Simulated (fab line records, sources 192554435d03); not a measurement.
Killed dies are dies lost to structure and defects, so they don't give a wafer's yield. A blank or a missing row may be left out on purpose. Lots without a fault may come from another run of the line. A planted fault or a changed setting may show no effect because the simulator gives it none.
fab line records | flow n5_finfet
record lots=7 wafers=21
route steps=1938 shown MIM_BOT@1833 PAD_METAL@1895
start_h: hours from the record's first day to the start of the lot's first wafer shown | wait_h: hours since the lot's step before | " the same as in the row above | L1.1+2: a row that stands for several wafers | - no value, or no start given | * or withheld: withheld | < > ~ a bound
route shown NAME@n: a module of which the file shows steps, and the number in the route of the first | usual: mean/standard deviation of fault-free wafers | same: alike in all rows | chamber/n: place in a boat | sites: the reading at each site | _std_site: their standard deviation | _edge_site: outer sites' mean less inner sites' | radius_mm: how far each site lies from the wafer's centre | mask NAME#n: copy n | behind: the tool/chamber that last shaped the wafer | hold: why the lot was held/for how many hours/how that ended | device: the transistor (n, p or np) that didn't switch | end of line: the same wafers' tests at the end of the route | a step without rows: its recipe alone | killed: dies lost to structure and defects at the first sort, not the wafer's yield | map: a wafer's dies, x killed, . not, _ none there
set.NAME: the setting as run; set.NAME@STEP: as run at that earlier step | model.NAME: the simulator's own value behind a step, which no gauge read
lots whose settings were changed on purpose; a table a step, a row a wafer
## steps
# step N5_MIM_BOT_SPUTTER_00
# recipe material=TiN target_thk_a=350 temp_c=200 power_w=3000 chamber_pressure_pa=0.49996 gas=Ar reactive_partial_pa=0.37997 time_s=89.7
# columns lot.wafer tool chamber start_h wait_h set.time_s model.TiN_of_MIM_BOT_SPUTTER_00.thk_nm
L075.1+5 pvd_sputter-02 - 267.83 0.0 89.7 35.2
L075.3 " - " " 89.7 35.4
L082.1 pvd_sputter-03 - 308.82 0.0 100.9 40.4
L082.4 " - " " 89.7 35
L082.5 " - " " 89.7 35.6
L081.4+5 pvd_sputter-03 - 312.38 0.0 89.7 35.4
L081.6 " - " " 89.7 35.2
L085.2 pvd_sputter-03 - 324.55 0.0 89.7 34.4
L085.4 " - " " 93.22 36.2
L085.6 " - " " 89.7 35
L086.4 pvd_sputter-03 - 341.48 0.0 85.48 33.8
L086.5 " - " " 85.48 33.6
L086.6 " - " " 85.48 34
L089.4 pvd_sputter-02 - 355.38 0.0 89.7 34.6
L089.5 " - " " 89.7 34.4
L089.6 " - " " 89.7 34.8
L097.1 pvd_sputter-03 - 414.23 0.0 84.5 33.2
L097.2 " - " " 89.7 35
L097.3 " - " " 89.7 35.2
# step N5_PASSIVATION_SPUTTER_20
# recipe material=TaN target_thk_a=500 temp_c=25 chamber_pressure_pa=0.4
# columns lot.wafer tool chamber start_h wait_h set.target_thk_a model.TaN_of_PASSIVATION_SPUTTER_20.thk_nm
L075.1 pvd_sputter-01 - 273.04 0.0 449.6 44.4
L075.3 " - " " 449.6 44
L075.5 " - " " 500 49.6
L082.1 pvd_sputter-01 - 315.72 0.0 500 49.6
L082.4 " - " " 500 49
L082.5 " - " " 539.8 54.2
L081.4 pvd_sputter-03 - 317.05 0.0 500 49.8
L081.5+6 " - " " 500 49.6
L085.2 pvd_sputter-01 - 331.85 0.0 500 50
L085.4 " - " " 500 49
L085.6 " - " " 500 50.4
L086.4 pvd_sputter-03 - 347.94 0.0 476.7 47
L086.5 " - " " 500 49.4
L086.6 " - " " 476.7 47.2
L089.4 pvd_sputter-03 - 360.83 0.0 500 50
L089.5 " - " " 441.6 44.2
L089.6 " - " " 500 49.6
L097.1 pvd_sputter-01 - 420.19 0.0 447.8 44.8
L097.2 " - " " 500 49.2
L097.3 " - " " 447.8 43.8
## key
split step=N5_MIM_BOT_SPUTTER_00 setting=time_s stated=89.7 by=wafer
response step=N5_MIM_BOT_SPUTTER_00 reading=model.TiN_of_MIM_BOT_SPUTTER_00.thk_nm change=+0.393 per=1% r=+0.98
split step=N5_PASSIVATION_SPUTTER_20 setting=target_thk_a stated=500 by=wafer
response step=N5_PASSIVATION_SPUTTER_20 reading=model.TaN_of_PASSIVATION_SPUTTER_20.thk_nm change=+0.511 per=1% r=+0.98
